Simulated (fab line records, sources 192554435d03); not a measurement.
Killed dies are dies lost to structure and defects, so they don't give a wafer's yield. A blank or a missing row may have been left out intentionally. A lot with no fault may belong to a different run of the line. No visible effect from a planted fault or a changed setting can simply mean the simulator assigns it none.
Split-lot experiment | flow n5_finfet | 21 wafers read from 7 lots, route of 1938 steps

## SPLIT DETAILS
At N5_BEOL_M1_ILD_DEP_00 (deposits SiOC from DEMS/O2, target thk 79 nm, time 15.3 s), the setting time_s was moved away from the recipe's 15.3 s on 5 of the 21 wafers read, by -5.7% to +12.3%. For the rest of the wafers, this setting stayed at what the recipe calls for.

Between the split and the reading, the file records no step.

## THE READING
M1_ILD_THK in nanometres, read at N5_BEOL_M1_THK_MEAS_01. Typical for fault-free wafers on this fab line: 78.9 nm, with standard deviation 1 nm.

wafer  | tool, chamber at the split | time_s as run, s | against the recipe | M1_ILD_THK, nm | against lot-mates on the recipe
L078.3 | pecvd-01, 0                | 15.3             | recipe             | 78.7           | -
L078.5 | pecvd-01, 2                | 14.43            | -5.7%              | 75.7           | -3.5
L078.6 | pecvd-01, 0                | 15.3             | recipe             | 79.8           | -
L081.1 | pecvd-03, 1                | 15.3             | recipe             | 77.8           | -
L081.2 | pecvd-03, 0                | 15.3             | recipe             | 78.2           | -
L081.4 | pecvd-03, 1                | 15.3             | recipe             | 79.3           | -
L084.1 | pecvd-03, 2                | 15.3             | recipe             | 77.6           | -
L084.3 | pecvd-03, 0                | 15.3             | recipe             | 77.1           | -
L084.5 | pecvd-03, 2                | 16.78            | +9.7%              | 86.0           | +8.7
L083.2 | pecvd-02, 0                | 15.3             | recipe             | 78.7           | -
L083.5 | pecvd-02, 2                | 15.3             | recipe             | 80.1           | -
L083.6 | pecvd-02, 1                | 15.3             | recipe             | 79.7           | -
L082.1 | pecvd-03, 2                | 16.96            | +10.8%             | 87.2           | +8.1
L082.3 | pecvd-03, 0                | 15.3             | recipe             | 78.8           | -
L082.6 | pecvd-03, 0                | 15.3             | recipe             | 79.4           | -
L096.2 | pecvd-03, 2                | 15.3             | recipe             | 78.9           | -
L096.3 | pecvd-03, 0                | 15.3             | recipe             | 78.3           | -
L096.6 | pecvd-03, 2                | 15.3             | recipe             | 79.9           | -
L097.2 | pecvd-01, 1                | 17.18            | +12.3%             | 87.1           | +8.3
L097.3 | pecvd-01, 0                | 15.3             | recipe             | 78.8           | -
L097.4 | pecvd-01, 0                | 17.18            | +12.3%             | 89.3           | +10.5

THE FIT
A straight line over all 21 wafers: M1_ILD_THK changes by +0.742 nm for each +1% of time_s; r = +0.97; the points scatter about the line by 0.89 nm.
The same after taking each lot's own level away (the mean of its wafers on the recipe; 21 wafers): +0.769 nm for each +1%; r = +0.98; scatter 0.69 nm.
On that fit, the largest move of time_s shifts the reading by 9.4 nm.
The span of the lots' own levels, 77.35 to 79.50 nm, comes to 2.2 times the standard deviation stated above.
Hence the lot-to-lot level has little effect on the slope; both slopes agree.
Check: for one of the wafers moved furthest among these (+12.3%), held out of the fit, the line's prediction against its lot-mates is +10 nm. It came out at +8.3 nm against them.

## FURTHER SPLITS ON THESE WAFERS
Before the reading, these wafers also passed through other splits. Each is held against what the fit with the lots' levels taken away leaves over:
other split on the same wafers | wafers away from the commonest value | r with M1_ILD_THK (lot level and that fit taken away)
N5_BEOL_M0_ETCH_109 bias_w     | 6                                    | +0.05

## THE WHOLE CHAIN: every reading that the file lists as answering this split, in the file's order
step                   | what it does                                              | reading                                                                            | change (the file's fit)               | r (the file's)
N5_BEOL_M1_ILD_DEP_00  | deposits SiOC from DEMS/O2, target thk 79 nm, time 15.3 s | SiOC_of_BEOL_M1_ILD_DEP_00.thk_nm (the simulator's own value, which no gauge read) | +0.781 nm for each +1% of the setting | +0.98
N5_BEOL_M1_THK_MEAS_01 |                                                           | M1_ILD_THK                                                                         | +0.78 for each +1% of the setting     | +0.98

## FILE'S OWN FIT
M1_ILD_THK changes by +0.78 nm for each +1% of time_s, r = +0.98.
